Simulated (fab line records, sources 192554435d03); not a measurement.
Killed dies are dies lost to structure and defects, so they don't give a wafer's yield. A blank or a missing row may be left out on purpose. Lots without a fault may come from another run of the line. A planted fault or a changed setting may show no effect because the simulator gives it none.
Problem report in the 8D (eight disciplines) form, filled by code | flow n5_finfet | the parts of the form that need people (team, actions taken, sign-off) are left out

1. THE PROBLEM
killed_at_M0_to_M3 at N5_PASSIVATION_PROBE_49 reads a mean of 153 on 6 wafers of 2 lots; wafers without a fault read 31 with a standard deviation of 11. That is +11 standard deviations from the usual mean.
First seen on wafer L710.1, day 16 00:16, on prober-02. The record holds 6 wafers of 2 lots with a number at this step. Rule for "out", or "out of limits": more than 4 standard deviations from the usual mean. The other wafers with a number count as sound.

2. WHAT IT IS AND WHAT IT IS NOT
question                    | is                                                                         | is not
which readings at this step | killed_at_M0_to_M3, defect_limited_yield, killed_dies, sort_bin_5_function | killed_at_M4_up, killed_at_contacts, killed_at_front_end, killed_open, killed_short, sort_bin_4_leakage, sort_bin_6_memory
which lots                  | L710, L715                                                                 | -
which wafers of those lots  | all that have a number                                                     | -
read on which tools         | prober-01, prober-02                                                       | -
when                        | from day 16 00:16                                                          | up to then (0 sound wafers)

3. SUSPECTS, AND WHAT RULES EACH OUT
Counting: a tool at a process step up to the reading stays a suspect if it ran every lot that is out and no sound lot after the first of them.
- cvd_co-02 at N5_BEOL_M1_CVD_47 (deposits Co from CCTBA/H2, target thk 3 nm, time 223.8 s): kept. It ran every lot that is out, first L710 (day 9 20:55), and no sound lot after that.
- rie_metal-01 at N5_MIM_BOT_ETCH_ETCH_03 (etches the open film in Cl2/BCl3, target depth 12 nm): kept. It ran every lot that is out, first L710 (day 15 14:29), and no sound lot after that.
- pvd_sputter-03 at N5_PASSIVATION_AL_DEP_21 (deposits Al, target thk 2800 nm, time 170 s): kept. It ran every lot that is out, first L710 (day 15 17:53), and no sound lot after that.
Left after counting: cvd_co-02 at N5_BEOL_M1_CVD_47, rie_metal-01 at N5_MIM_BOT_ETCH_ETCH_03, pvd_sputter-03 at N5_PASSIVATION_AL_DEP_21.

4. THE CAUSE (what the simulator had put in)
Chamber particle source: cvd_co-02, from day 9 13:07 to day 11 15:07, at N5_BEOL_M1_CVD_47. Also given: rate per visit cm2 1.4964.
Counting left 3 suspects, and this tool is among them.

5. THE CHAIN OF EFFECTS, in route order
Each row: a reading whose mean over the struck wafers that have a number lies more than 3 standard deviations from the usual. Only readings for which the record gives a usual standard deviation are gone through. hours: the time from each lot's start at the first step in this table that gives one to its start at this step, as a median over the lots. sigmas: the change in usual standard deviations.
hours | step                    | reading              | usual  | on struck wafers | change | sigmas
0     | N5_PASSIVATION_PROBE_49 | defect_limited_yield | 91.4 % | 81.8             | -9.6   | -6.0
0     | N5_PASSIVATION_PROBE_49 | killed_at_M0_to_M3   | 31     | 153              | +122   | +11
0     | N5_PASSIVATION_PROBE_49 | killed_dies          | 101    | 214              | +113   | +5.9
0     | N5_PASSIVATION_PROBE_49 | sort_bin_5_function  | 5.0 %  | 11.3             | +6.3   | +5.8
0     | N5_PASSIVATION_PROBE_49 | sort_n_pass          | 1078   | 965              | -113   | -5.6
0     | N5_PASSIVATION_PROBE_49 | sort_yield_pct       | 91.3 % | 81.8             | -9.5   | -5.6
The process steps in it:
- N5_PASSIVATION_PROBE_49

6. WHAT WOULD HAVE CAUGHT IT SOONER
In this record the first reading out of limits was taken at day 16 00:16, 155 hours after the fault began at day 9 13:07.
All the lots that are out (2) had begun N5_BEOL_M1_CVD_47 on cvd_co-02 by day 16 00:16. A hold on the tool at that time would have spared none of them.
